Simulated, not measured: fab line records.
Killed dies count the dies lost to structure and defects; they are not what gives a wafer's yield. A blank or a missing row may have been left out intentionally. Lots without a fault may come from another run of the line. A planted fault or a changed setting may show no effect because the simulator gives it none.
Which tool did it? / flow nand harc / route of 1302 steps, sampled at 1 step: 7 lots, 21 wafers

== WHAT THE GAUGES SHOWED, per wafer ==
NHARC_A_BONDPAD_THK_MEAS_30: measures by ellipsometry.
lot=L797; measured=day 23 14:50; on=film metro-02; thk nm (nm)=198.6 199.4 199.7
lot=L804; measured=day 26 06:49; on=film metro-02; thk nm (nm)=198.7 204.5 198.2
lot=L809; measured=day 28 18:47; on=film metro-02; thk nm (nm)=200.4 198.8 198.6
lot=L812; measured=day 30 06:02; on=film metro-02; thk nm (nm)=199.3 200.8 200.4
lot=L814; measured=day 30 13:08; on=film metro-02; thk nm (nm)=202.4 201.9 200.5
lot=L818; measured=day 31 21:32; on=film metro-01; thk nm (nm)=199.1 197.8 201.4
lot=L819; measured=day 33 03:45; on=film metro-02; thk nm (nm)=199.9 198.3 199.5

== WHICH TOOL RAN EACH LOT (tool, then ch and the chambers of the sampled wafers, then the start) ==
The record holds no process step before these readings.

== THE ANSWER, worked out from the rows above alone ==
Rule: what is usual is taken from the lots themselves. The widest of any qualifying gaps counts: lots, ordered by their means at a reading, are off when they make up no more than a third of the lots, leave a main group of 4 or more, and stand apart from it by 3 or more times the standard deviation of that group's means. A main group is skipped when, at the precision printed for the reading in the tables above, its means are all equal. A lot without any number at a reading at which 4 lots or more have one is off too. Where the step has rows for the other lots, those lots are counted as sound.
None of the lots is off at any reading shown; this tells nothing.

== WHAT THE SIMULATOR PUT IN ==
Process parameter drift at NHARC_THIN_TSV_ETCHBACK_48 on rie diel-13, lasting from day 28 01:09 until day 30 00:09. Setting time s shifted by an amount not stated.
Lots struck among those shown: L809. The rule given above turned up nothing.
